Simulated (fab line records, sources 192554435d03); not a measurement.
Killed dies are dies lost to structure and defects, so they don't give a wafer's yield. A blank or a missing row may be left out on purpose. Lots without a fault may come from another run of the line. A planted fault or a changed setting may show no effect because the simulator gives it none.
Which tool did it? | flow n5_finfet | 12 lots, 31 wafers sampled, at 2 steps of a route of 1938

WHAT THE GAUGES READ, wafer by wafer
N5_BEOL_M12_CD_MEAS_28: target cd 160.2 nm.
lot  | measured     | on        | cd_nm (nm)
L635 | day 11 01:38 | cd_sem-02 | 160.5 161.1 159.8
L636 | day 11 03:35 | cd_sem-01 | 162.4 160.5
L634 | day 11 16:23 | cd_sem-03 | 160.3 161.1 161.6
L638 | day 11 22:50 | cd_sem-01 | 159.6 160.7 161.4
L642 | day 12 13:06 | cd_sem-02 | 161.8 160.0
L643 | day 13 01:47 | cd_sem-01 | 162.1 160.1 162.4
L644 | day 13 09:29 | cd_sem-02 | 162.6 160.6 160.9
L646 | day 13 18:34 | cd_sem-01 | 162.8 161.9
L645 | day 13 18:43 | cd_sem-02 | 160.8 161.8
L647 | day 14 04:42 | cd_sem-01 | 161.5 162.3
L648 | day 14 09:13 | cd_sem-02 | 163.6 160.6 161.0
L651 | day 14 16:26 | cd_sem-02 | 162.2 159.7 161.5

N5_BEOL_M12_OVL_MEAS_29.
lot  | measured     | on         | M12_OVL (nm)
L635 | day 11 01:40 | overlay-02 | 1 -6 -14
L636 | day 11 03:37 | overlay-01 | -7 3
L634 | day 11 16:25 | overlay-01 | 3 -5 -5
L638 | day 11 22:52 | overlay-01 | 2 3 -3
L642 | day 12 13:08 | overlay-02 | -3 1
L643 | day 13 01:49 | overlay-02 | -1 1 1
L644 | day 13 09:31 | overlay-02 | -7 -11 -4
L646 | day 13 18:35 | overlay-01 | 3 -2
L645 | day 13 18:44 | overlay-02 | -5 -6
L647 | day 14 04:44 | overlay-01 | -6 -4
L648 | day 14 09:15 | overlay-01 | 4 4 8
L651 | day 14 16:28 | overlay-01 | -5 -1 0

WHICH TOOL RAN EACH LOT (tool, then ch and the chambers of the sampled wafers, then the start)
The record holds no process step before these readings.

WHAT THE TOOLS THEMSELVES READ (means of the sampled wafers that have a number; where no wafer has one, the mark that the record gives instead)
The record holds no such reading with a usual standard deviation.

THE ANSWER, worked out from the rows above alone
Rule: what is usual is taken from the lots themselves. Put in order of their means at a reading, lots are off if they are a third of the lots or fewer, leave a main group of 4 or more, and stand apart from it by a gap of 3 or more times the standard deviation of the main group's means; of several such gaps the widest counts. A main group whose means are all the same, to the digits that the tables above print for the reading, isn't used. A lot without any number at a reading at which 4 lots or more have one is off too. The other lots that the step has rows for count as sound. The gauges are gone through in route order, then the tools' own readings, and for those a lot's mean is taken as printed above. The first step at which some lot is off is used, and at that step the reading that is off furthest; a lot without a number counts as furthest.
No lot is off at any reading shown: from this, nothing can be told.

WHAT THE SIMULATOR HAD PUT IN
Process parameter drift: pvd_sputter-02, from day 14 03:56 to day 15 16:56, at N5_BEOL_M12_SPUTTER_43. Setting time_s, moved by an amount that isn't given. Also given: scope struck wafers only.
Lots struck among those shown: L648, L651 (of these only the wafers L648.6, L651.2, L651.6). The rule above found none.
